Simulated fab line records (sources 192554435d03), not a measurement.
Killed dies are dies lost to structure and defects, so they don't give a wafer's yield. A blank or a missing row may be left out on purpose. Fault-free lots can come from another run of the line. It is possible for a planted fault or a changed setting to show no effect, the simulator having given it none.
Which tool is to blame? + flow n5Finfet + 11 lots with 29 wafers sampled at 5 steps, on a route of 1938 steps

== WHAT EACH GAUGE READ, for each wafer ==
N5_BEOL_M4_RC_MEAS_101.
| lot  | measured     | on        | CJ_P           | DIBL_N (mV/V)  | DIBL_P (mV/V)  | IOFF_N (nA/um)    | IOFF_P (nA/um) | ION_N (uA/um) | ION_P (uA/um) | SS_N (mV/dec)  | SS_P (mV/dec)  | VT_N (mV)   | VT_P (mV)      |
|------|--------------|-----------|----------------|----------------|----------------|-------------------|----------------|---------------|---------------|----------------|----------------|-------------|----------------|
| L532 | day 9 01:55  | prober-02 | 5.32 5.83 5.64 | 34.2 35.6 36.1 | 33.5 35.0 34.7 | 0.128 0.146 0.155 | 0.19 0.22 0.21 | 673 661 667   | 464 457 461   | 71.0 71.8 71.4 | 72.3 72.8 72.6 | 250 252 251 | -252 -249 -248 |
| L533 | day 9 12:20  | prober-01 | 5.98 5.60      | 36.3 37.5      | 37.5 37.5      | 0.164 0.196       | 0.21 0.22      | 691 695       | 468 465       | 72.1 72.2      | 73.4 74.0      | 250 247     | -250 -251      |
| L534 | day 9 18:32  | prober-01 | 5.67 5.83 5.80 | 37.0 37.8 36.4 | 37.0 38.1 35.9 | 0.159 0.195 0.144 | 0.22 0.26 0.20 | 675 691 662   | 461 475 458   | 71.3 71.4 72.1 | 73.8 73.9 73.5 | 248 245 250 | -247 -244 -249 |
| L536 | day 9 17:47  | prober-02 | 5.94 5.81 5.57 | 37.3 36.5 36.4 | 36.2 35.0 34.8 | 0.177 0.164 0.154 | 0.23 0.20 0.20 | 682 685 675   | 471 467 465   | 70.9 71.9 71.1 | 73.5 72.8 73.7 | 246 246 248 | -246 -251 -251 |
| L540 | day 11 10:50 | prober-02 | 5.87 5.75      | 36.5 37.8      | 35.3 36.9      | 0.171 0.193       | 0.25 0.27      | 693 691       | 481 480       | 72.3 72.7      | 73.4 74.0      | 246 246     | -245 -246      |
| L542 | day 11 13:23 | prober-01 | 5.73 5.50      | 34.1 37.0      | 36.0 38.6      | 0.121 0.166       | 0.21 0.26      | 667 679       | 466 474       | 70.9 72.2      | 73.4 74.2      | 255 252     | -247 -245      |
| L543 | day 11 15:56 | prober-01 | 5.59 5.84      | 40.2 36.7      | 41.1 37.4      | 0.209 0.144       | 0.23 0.17      | 693 678       | 466 462       | 72.1 70.8      | 74.6 72.9      | 249 253     | -250 -254      |
| L544 | day 11 21:04 | prober-02 | 5.75 5.76 5.91 | 34.7 34.9 35.6 | 35.2 35.9 35.2 | 0.133 0.141 0.151 | 0.18 0.19 0.18 | 671 669 667   | 453 463 458   | 71.5 71.5 71.8 | 73.1 73.3 73.2 | 253 252 254 | -251 -254 -253 |
| L546 | day 12 16:44 | prober-02 | 5.77 5.48 5.66 | 34.3 35.0 38.6 | 33.0 33.9 39.0 | 0.118 0.126 0.200 | 0.17 0.17 0.26 | 655 660 683   | 451 457 467   | 70.8 71.0 71.6 | 72.6 72.8 74.1 | 254 254 245 | -255 -253 -248 |
| L547 | day 13 11:19 | prober-02 | 6.68 6.52      | 36.6 37.2      | 35.5 36.0      | 0.157 0.168       | 0.22 0.22      | 679 686       | 469 477       | 71.0 72.1      | 72.6 72.5      | 248 246     | -249 -248      |
| L549 | day 13 15:26 | prober-01 | 6.53           | 35.5           | 37.0           | 0.155             | 0.19           | 666           | 457           | 71.5           | 73.3           | 254         | -253           |

== EACH LOT AND THE TOOL THAT RAN IT (in order: tool; ch and the chambers of the sampled wafers; start) ==
| lot  | N5_ZERO_LAYER_DESCUM_16          | N5_ZERO_LAYER_STRIP_24             | N5_WELL_APT_IMPLANT_15         | N5_WELL_APT_EPI_41            |
|------|----------------------------------|------------------------------------|--------------------------------|-------------------------------|
| L532 | rieDiel-04 ch 0,1,3, day 2 18:41 | plasmaAsher-02 ch 0,1, day 2 18:53 | implanter-01 ch 0, day 2 20:21 | epiRpcvd-01 ch 0, day 2 22:46 |
| L533 | rieDiel-06 ch 0,1, day 3 00:52   | plasmaAsher-02 ch 0,1, day 3 01:05 | implanter-02 ch 0, day 3 02:14 | epiRpcvd-03 ch 0, day 3 04:39 |
| L534 | rieDiel-04 ch 1,2, day 3 06:59   | plasmaAsher-01 ch 0,1, day 3 07:12 | implanter-01 ch 0, day 3 08:22 | epiRpcvd-01 ch 0, day 3 10:42 |
| L536 | rieDiel-06 ch 0,2, day 3 18:48   | plasmaAsher-02 ch 0,1, day 3 19:01 | implanter-01 ch 0, day 3 20:26 | epiRpcvd-03 ch 0, day 3 22:33 |
| L540 | rieDiel-03 ch 0,2, day 4 18:41   | plasmaAsher-02 ch 0,1, day 4 18:53 | implanter-01 ch 0, day 4 19:55 | epiRpcvd-03 ch 0, day 4 22:10 |
| L542 | rieDiel-04 ch 0,2, day 5 06:41   | plasmaAsher-01 ch 1, day 5 06:55   | implanter-01 ch 0, day 5 08:09 | epiRpcvd-03 ch 0, day 5 10:08 |
| L543 | rieDiel-04 ch 1,2, day 5 12:42   | plasmaAsher-01 ch 0,1, day 5 12:55 | implanter-01 ch 0, day 5 14:14 | epiRpcvd-02 ch 0, day 5 16:41 |
| L544 | rieDiel-06 ch 1,3, day 5 18:48   | plasmaAsher-01 ch 0,1, day 5 19:01 | implanter-02 ch 0, day 5 20:10 | epiRpcvd-01 ch 0, day 5 22:13 |
| L546 | rieDiel-03 ch 0,1,3, day 6 06:41 | plasmaAsher-01 ch 0,1, day 6 06:55 | implanter-02 ch 0, day 6 08:20 | epiRpcvd-03 ch 0, day 6 10:26 |
| L547 | rieDiel-06 ch 0,1,3, day 6 13:03 | plasmaAsher-02 ch 0, day 6 13:16   | implanter-02 ch 0, day 6 14:20 | epiRpcvd-03 ch 0, day 6 16:30 |
| L549 | rieDiel-03 ch 1,2, day 7 00:49   | plasmaAsher-01 ch 0,1, day 7 01:01 | implanter-02 ch 0, day 7 02:10 | epiRpcvd-02 ch 0, day 7 04:10 |
- N5_ZERO_LAYER_DESCUM_16: chemistry O2, time 7.9 s.
- N5_ZERO_LAYER_STRIP_24: strips in O2.
- N5_WELL_APT_IMPLANT_15
- N5_WELL_APT_EPI_41: deposits Si from SiH4/H2, target thk 50 nm, time 297.7 s.

== AS READ BY THE TOOLS THEMSELVES (means over the sampled wafers that have a number; for cases with no such wafer, the mark the record gives instead) ==
N5_ZERO_LAYER_DESCUM_16.
| lot  | tool       | drypumpMotorCurrentA (A) | oesProductAu (a.u.) | rfVppV (V) | showerheadPlenumPTorr (Torr) | throttleValvePct (%) |
|------|------------|--------------------------|---------------------|------------|------------------------------|----------------------|
| L532 | rieDiel-04 | 5.5                      | 0.69                | 243.9      | 2.16                         | 20.45                |
| L533 | rieDiel-06 | 6.3                      | 0.70                | 244.2      | 2.17                         | 20.61                |
| L534 | rieDiel-04 | 5.2                      | 0.71                | 242.5      | 2.03                         | 20.41                |
| L536 | rieDiel-06 | 5.6                      | 0.68                | 243.1      | 2.10                         | 20.44                |
| L540 | rieDiel-03 | 5.5                      | 0.70                | 241.9      | 1.98                         | 20.48                |
| L542 | rieDiel-04 | 5.9                      | 0.96                | 244.2      | 2.19                         | 20.41                |
| L543 | rieDiel-04 | 5.1                      | 0.83                | 245.6      | 2.20                         | 20.19                |
| L544 | rieDiel-06 | 6.3                      | 0.75                | 243.5      | 2.12                         | 20.32                |
| L546 | rieDiel-03 | 5.8                      | 0.80                | 244.2      | 2.13                         | 20.44                |
| L547 | rieDiel-06 | 6.2                      | 0.82                | 244.0      | 2.14                         | 20.36                |
| L549 | rieDiel-03 | 5.3                      | 0.73                | 243.8      | 2.12                         | 20.58                |

N5_ZERO_LAYER_STRIP_24.
| lot  | tool           | drypumpMotorCurrentA (A) | heaterPowerW (W) | oesProductAu (a.u.) | stripTimeToEndpointS (s) |
|------|----------------|--------------------------|------------------|---------------------|--------------------------|
| L532 | plasmaAsher-02 | 5.4                      | 315              | 0.647               | 43.83                    |
| L533 | plasmaAsher-02 | 5.5                      | 330              | 0.643               | 43.89                    |
| L534 | plasmaAsher-01 | 5.4                      | 314              | 0.643               | 43.76                    |
| L536 | plasmaAsher-02 | 5.6                      | 334              | 0.646               | 43.98                    |
| L540 | plasmaAsher-02 | 5.5                      | 324              | 0.648               | 43.91                    |
| L542 | plasmaAsher-01 | 5.2                      | 317              | 0.643               | 43.92                    |
| L543 | plasmaAsher-01 | 5.5                      | 314              | 0.647               | 43.80                    |
| L544 | plasmaAsher-01 | 5.4                      | 313              | 0.650               | 43.97                    |
| L546 | plasmaAsher-01 | 5.6                      | 316              | 0.649               | 43.89                    |
| L547 | plasmaAsher-02 | 5.8                      | 349              | 0.644               | 43.92                    |
| L549 | plasmaAsher-01 | 5.4                      | 319              | 0.647               | 43.71                    |

N5_WELL_APT_IMPLANT_15.
| lot  | tool         | doseIonsCm2 | faradayCurrentUA |
|------|--------------|-------------|------------------|
| L532 | implanter-01 | 1.5024e+13  | 187              |
| L533 | implanter-02 | 1.5000e+13  | 190              |
| L534 | implanter-01 | 1.5022e+13  | 191              |
| L536 | implanter-01 | 1.4989e+13  | 194              |
| L540 | implanter-01 | 1.4967e+13  | 192              |
| L542 | implanter-01 | 1.4997e+13  | 190              |
| L543 | implanter-01 | 1.4993e+13  | 188              |
| L544 | implanter-02 | 1.5005e+13  | 185              |
| L546 | implanter-02 | 1.5004e+13  | 193              |
| L547 | implanter-02 | 2.0210e+13  | 252              |
| L549 | implanter-02 | 2.0228e+13  | 254              |

N5_WELL_APT_EPI_41.
| lot  | tool        | chamberPressureTorr (Torr) | throttleValvePct (%) |
|------|-------------|----------------------------|----------------------|
| L532 | epiRpcvd-01 | 20.00                      | 11.5                 |
| L533 | epiRpcvd-03 | 20.02                      | 11.4                 |
| L534 | epiRpcvd-01 | 20.03                      | 11.7                 |
| L536 | epiRpcvd-03 | 19.99                      | 11.5                 |
| L540 | epiRpcvd-03 | 19.95                      | 11.4                 |
| L542 | epiRpcvd-03 | 20.00                      | 11.4                 |
| L543 | epiRpcvd-02 | 20.05                      | 10.4                 |
| L544 | epiRpcvd-01 | 20.02                      | 11.5                 |
| L546 | epiRpcvd-03 | 19.97                      | 11.3                 |
| L547 | epiRpcvd-03 | 19.99                      | 11.5                 |
| L549 | epiRpcvd-02 | 20.00                      | 10.3                 |

== THE ANSWER, worked out from the rows above alone ==
Rule: the lots themselves supply what counts as usual. The widest of any qualifying gaps counts: lots, ordered by their means at a reading, are off when they make up no more than a third of the lots, leave a main group of 4 or more, and stand apart from it by 3 or more times the standard deviation of that group's means. A main group is skipped when, at the precision printed for the reading in the tables above, its means are all equal. Also off: a lot with no number at a reading for which 4 or more lots have one. Any other lot the step has rows for is counted as sound. Order of review: gauges by route order, followed by the tools' own readings, for which a lot's mean as printed above is used. At the first step where some lot is off, the reading lying furthest off is the one used; lots without a number count as furthest.
Off: L547, L549, seen at N5_BEOL_M4_RC_MEAS_101 (CJ_P). Main group: mean 5.72, sd 0.081.
A tool fits if, at a process step before that reading, it ran every lot that is off, and no sound lot after the first of them. Not tried: the gauges at N5_BEOL_M4_RC_MEAS_101; whatever is off there is also off at N5_WELL_APT_IMPLANT_15, on other tools, and gauge error can't account for it. One fits: N5_WELL_APT_IMPLANT_15 on implanter-02. A fault onset in the window from L546 (day 6 08:20, its last sound lot) to L547 (day 6 14:20, its first lot off) fits.
The tool's own readings at N5_WELL_APT_IMPLANT_15 bear it out: on the lots that are off they differ by more than 5 times the standard deviation of the sound lots' means. doseIonsCm2 reads 2.0219e+13 there against 1.5000e+13 on the sound lots; faradayCurrentUA reads 253 there against 190 on the sound lots.

== WHAT WAS PUT IN BY THE SIMULATOR ==
Process parameter drift: implanter-02, from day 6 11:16 on, at N5_WELL_APT_IMPLANT_15. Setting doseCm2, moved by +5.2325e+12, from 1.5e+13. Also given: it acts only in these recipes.
Lots struck among those shown: L547, L549. The rule above found the same.
